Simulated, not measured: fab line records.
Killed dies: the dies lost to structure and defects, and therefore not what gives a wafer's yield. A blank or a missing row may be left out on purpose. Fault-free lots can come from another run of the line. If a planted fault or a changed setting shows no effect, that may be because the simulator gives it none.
Chamber matching :: flow n5Finfet :: N5_BEOL_M2_ETCHBACK_99 on rieDiel-06 has 4 sister chambers
The step etches SiO2 in CHF3, target depth 5 nm, time 10.4 s. 8 wafers are shown with their chamber, then 8 later ones without.

WAFERS PAIRED WITH THEIR CHAMBERS
wafer: L076.6
chamber: 1
drypumpMotorCurrentA (A): 6.4
rfVppV (V): 241

wafer: L079.1
chamber: 1
drypumpMotorCurrentA (A): 6.5
rfVppV (V): 241

wafer: L084.4
chamber: 2
drypumpMotorCurrentA (A): 5.4
rfVppV (V): 243

wafer: L084.6
chamber: 0
drypumpMotorCurrentA (A): 5.3
rfVppV (V): 232

wafer: L088.1
chamber: 2
drypumpMotorCurrentA (A): 5.4
rfVppV (V): 244

wafer: L088.3
chamber: 0
drypumpMotorCurrentA (A): 5.3
rfVppV (V): 232

wafer: L088.5
chamber: 3
drypumpMotorCurrentA (A): 4.8
rfVppV (V): 244

wafer: L092.2
chamber: 3
drypumpMotorCurrentA (A): 4.8
rfVppV (V): 245

WAFERS WITH NO CHAMBER GIVEN
wafer: L092.4
drypumpMotorCurrentA (A): 5.4
rfVppV (V): 243

wafer: L092.6
drypumpMotorCurrentA (A): 4.8
rfVppV (V): 244

wafer: L094.2
drypumpMotorCurrentA (A): 4.8
rfVppV (V): 245

wafer: L094.3
drypumpMotorCurrentA (A): 6.4
rfVppV (V): 240

wafer: L094.5
drypumpMotorCurrentA (A): 6.5
rfVppV (V): 239

wafer: L095.1
drypumpMotorCurrentA (A): 5.3
rfVppV (V): 232

wafer: L095.2
drypumpMotorCurrentA (A): 5.4
rfVppV (V): 245

wafer: L095.4
drypumpMotorCurrentA (A): 4.8
rfVppV (V): 245

THE CHAMBER EACH PASSED THROUGH
wafer: L092.4
from the rows above: 2
in truth: 2

wafer: L092.6
from the rows above: 3
in truth: 3

wafer: L094.2
from the rows above: 3
in truth: 3

wafer: L094.3
from the rows above: 1
in truth: 1

wafer: L094.5
from the rows above: 1
in truth: 1

wafer: L095.1
from the rows above: 0
in truth: 0

wafer: L095.2
from the rows above: 2
in truth: 2

wafer: L095.4
from the rows above: 3
in truth: 3
Correct placement for 8 of the 8. Left unplaced by these rows: 0. Number placed wrongly: 0.
How it was worked out, from the rows above alone: a wafer's distance from a chamber is the root of the sum, over the readings, of the square of ((its reading less the chamber's mean) divided by the reading's scatter). If the next closest chamber is less than 2 further off than the closest, the wafer can't be placed; otherwise it belongs to the closest. For every chamber, the mean is computed from those of its wafers that are shown. The scatter: the root of (the sum of the squares of (reading less its chamber's mean) over the shown wafers, divided by (wafers less chambers)).
